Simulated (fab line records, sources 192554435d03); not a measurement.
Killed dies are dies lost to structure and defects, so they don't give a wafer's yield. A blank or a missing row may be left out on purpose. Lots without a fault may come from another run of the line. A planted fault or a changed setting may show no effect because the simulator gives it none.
Chamber matching | flow n5_finfet | N5_BEOL_M9_ALD_74 on ald_metal-01: 4 sister chambers
The step deposits TaN, target thk 2 nm, pulse time 2 s, purge time 3 s. 22 wafers are shown with their chamber, then 11 later ones without.

WAFERS WITH THEIR CHAMBER
wafer  | chamber | heater_power_outer_w (W) | heater_power_w (W) | susceptor_temp_C (C)
L074.3 | 2       | 220                      | 413                | 275.01
L074.4 | 3       | 227                      | 437                | 274.90
L074.5 | 2       | 219                      | 404                | 274.90
L081.2 | 1       | 262                      | 409                | 274.73
L081.4 | 3       | 221                      | 437                | 275.25
L081.5 | 3       | 227                      | 442                | 275.01
L083.1 | 0       | 180                      | 348                | 275.23
L083.3 | 2       | 221                      | 421                | 275.11
L083.4 | 3       | 229                      | 445                | 274.78
L084.2 | 2       | 225                      | 423                | 274.80
L084.3 | 3       | 225                      | 438                | 274.90
L084.4 | 0       | 185                      | 340                | 275.08
L085.3 | 3       | 228                      | 439                | 274.94
L085.5 | 0       | 179                      | 348                | 275.36
L085.6 | 3       | 227                      | 435                | 275.03
L090.1 | 0       | 187                      | 344                | 275.11
L090.2 | 2       | 220                      | 412                | 274.70
L090.3 | 3       | 227                      | 435                | 274.89
L091.1 | 1       | 259                      | 412                | 274.83
L091.5 | 1       | 266                      | 400                | 274.67
L091.6 | 2       | 222                      | 421                | 275.07
L094.1 | 2       | 218                      | 412                | 274.88

SIGNATURES (means of the wafers above)
reading              | chamber 0 | chamber 1 | chamber 2 | chamber 3 | scatter within a chamber
heater_power_outer_w | 182.75    | 262.33    | 220.71    | 226.38    | 2.82
heater_power_w       | 345.00    | 407.00    | 415.14    | 438.50    | 5.19
susceptor_temp_C     | 275.1950  | 274.7433  | 274.9243  | 274.9625  | 0.135
Rule: a wafer's distance from a chamber is the root of the sum, over the readings, of the square of ((its reading less the chamber's mean) divided by the reading's scatter). The wafer belongs to the nearest chamber; if the next one is less than 2 further off, it can't be placed. The scatter: the root of (the sum of the squares of (reading less its chamber's mean) over the shown wafers, divided by (wafers less chambers)).

WAFERS WITHOUT THEIR CHAMBER
wafer  | heater_power_outer_w (W) | heater_power_w (W) | susceptor_temp_C (C)
L094.2 | 259                      | 423                | 274.98
L094.4 | 180                      | 344                | 275.12
L093.1 | 262                      | 421                | 274.81
L093.2 | 227                      | 431                | 274.95
L093.5 | 216                      | 410                | 275.03
L095.1 | 186                      | 344                | 275.29
L095.3 | 262                      | 406                | 275.02
L095.4 | 224                      | 436                | 275.01
L097.3 | 212                      | 400                | 275.17
L097.5 | 176                      | 337                | 275.12
L097.6 | 239                      | 380                | 274.44

WHICH CHAMBER EACH WENT THROUGH
wafer  | from the rows above     | in truth
L094.2 | 1                       | 1
L094.4 | 0                       | 0
L093.1 | 1                       | 1
L093.2 | 3                       | 3
L093.5 | 2                       | 2
L095.1 | 0                       | 0
L095.3 | 1                       | 1
L095.4 | 3                       | 3
L097.3 | 2                       | 2
L097.5 | 0                       | 0
L097.6 | can't be placed: 1 or 2 | 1
Placed correctly: 10 of 11. Can't be placed from these rows: 1 (the true chamber is among the candidates in 1). Placed wrongly: 0.
